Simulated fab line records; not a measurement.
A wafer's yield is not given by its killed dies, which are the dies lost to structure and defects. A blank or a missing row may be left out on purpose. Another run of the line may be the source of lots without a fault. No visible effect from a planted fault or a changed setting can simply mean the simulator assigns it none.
Which tool was responsible?	flow n5_finfet	Sampling: 6 lots, 18 wafers, 4 of 1938 route steps

== WHAT THE GAUGES SHOWED, per wafer ==
N5_BEOL_M11_INSPECT_58: inspects for defects (darkfield).
lot	measured	on	raw_defect_count
L839	day 10 20:05	defect_inspect-01	51 83 49
L844	day 12 00:45	defect_inspect-01	99 104 83
L847	day 12 15:38	defect_inspect-01	42 75 50
L852	day 13 23:08	defect_inspect-02	102 84 64
L860	day 15 18:16	defect_inspect-01	75 73 83
L862	day 16 00:52	defect_inspect-01	150 40 49

== EACH LOT AND THE TOOL THAT RAN IT (in order: tool; ch and the chambers of the sampled wafers; start) ==
lot	N5_BEOL_M11_STRIP_77	N5_BEOL_M11_CURE_72	N5_BEOL_M11_CVD_75
L839	rie_diel-02 ch 0,2,3, day 10 16:57 or earlier	uv_cure-01 ch 2, day 10 16:57	cvd_co-01 ch 1,2, day 10 18:21
L844	rie_diel-01 ch 0,3, day 11 22:49 or earlier	uv_cure-03 ch 2, day 11 22:49	cvd_co-01 ch 0,1, day 11 23:35
L847	rie_diel-06 ch 1,2, day 12 13:02 or earlier	uv_cure-01 ch 0, day 12 13:02	cvd_co-02 ch 1,2, day 12 14:12
L852	rie_diel-01 ch 0,2,3, day 13 20:10 or earlier	uv_cure-02 ch 0, day 13 20:10	cvd_co-02 ch 1,2, day 13 21:19
L860	rie_diel-06 ch 0,1, day 15 15:19 or earlier	uv_cure-03 ch 1, day 15 15:19	cvd_co-02 ch 0,2, day 15 17:08
L862	rie_diel-06 ch 0,3, day 15 18:07 or earlier	uv_cure-01 ch 1, day 15 18:07	cvd_co-02 ch 0,1, day 15 19:16
- N5_BEOL_M11_STRIP_77: strips in N2/H2, time 10 s.
- N5_BEOL_M11_CURE_72: cures SiCOH lowk, time 120 s.
- N5_BEOL_M11_CVD_75: deposits Co from CCTBA/H2, target thk 2 nm, time 138.9 s.

== THE ANSWER, worked out from the rows above alone ==
Rule: the lots themselves supply what counts as usual. Put in order of their means at a reading, lots are off if they are a third of the lots or fewer, leave a main group of 4 or more, and stand apart from it by a gap of 3 or more times the standard deviation of the main group's means; of several such gaps the widest counts. A main group whose means are all the same, to the digits that the tables above print for the reading, isn't used. Also off: a lot with no number at a reading for which 4 or more lots have one. All remaining lots with rows at the step are treated as sound.
None of the lots is off at any reading shown; this tells nothing.

== WHAT THE SIMULATOR HAD PUT IN ==
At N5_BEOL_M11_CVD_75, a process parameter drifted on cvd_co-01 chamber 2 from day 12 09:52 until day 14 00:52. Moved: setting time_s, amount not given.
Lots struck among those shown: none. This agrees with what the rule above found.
